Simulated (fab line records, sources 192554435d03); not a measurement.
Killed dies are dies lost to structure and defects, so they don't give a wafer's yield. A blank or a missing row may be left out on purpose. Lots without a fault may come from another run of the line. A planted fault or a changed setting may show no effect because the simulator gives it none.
Chamber matching | flow n5_finfet | N5_BEOL_M8_CURE_74 on uv_cure-01: 3 sister chambers
The step cures SiCOH lowk, time 240 s. 6 wafers are shown with their chamber, then 8 later ones without.

WAFERS WITH THEIR CHAMBER
wafer  | chamber | wafer_temp_C_max | lamp_power_pct (%)
L074.3 | 1       | 387.8            | 52.39
L074.5 | 1       | 387.9            | 52.19
L080.6 | 0       | 386.8            | 52.20
L087.4 | 2       | 386.1            | 52.41
L087.6 | 2       | 386.1            | 52.25
L093.1 | 0       | 386.6            | 52.25

WAFERS WITHOUT THEIR CHAMBER
wafer  | wafer_temp_C_max | lamp_power_pct (%)
L093.2 | 387.0            | 52.26
L093.4 | 386.5            | 52.33
L091.1 | 388.5            | 52.41
L091.2 | 389.3            | 52.23
L091.6 | 388.7            | 52.35
L096.1 | 388.8            | 52.43
L096.2 | 387.8            | 52.37
L096.4 | 387.9            | 52.34

WHICH CHAMBER EACH WENT THROUGH
wafer  | from the rows above     | in truth
L093.2 | 0                       | 0
L093.4 | can't be placed: 0 or 2 | 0
L091.1 | 1                       | 1
L091.2 | 1                       | 1
L091.6 | 1                       | 1
L096.1 | 1                       | 1
L096.2 | 1                       | 1
L096.4 | 1                       | 1
Placed correctly: 7 of 8. Can't be placed from these rows: 1 (the true chamber is among the candidates in 1). Placed wrongly: 0.
How it was worked out, from the rows above alone: a wafer's distance from a chamber is the root of the sum, over the readings, of the square of ((its reading less the chamber's mean) divided by the reading's scatter). The wafer belongs to the nearest chamber; if the next one is less than 2 further off, it can't be placed. A chamber's mean is the mean of its shown wafers. The scatter: the root of (the sum of the squares of (reading less its chamber's mean) over the shown wafers, divided by (wafers less chambers)).
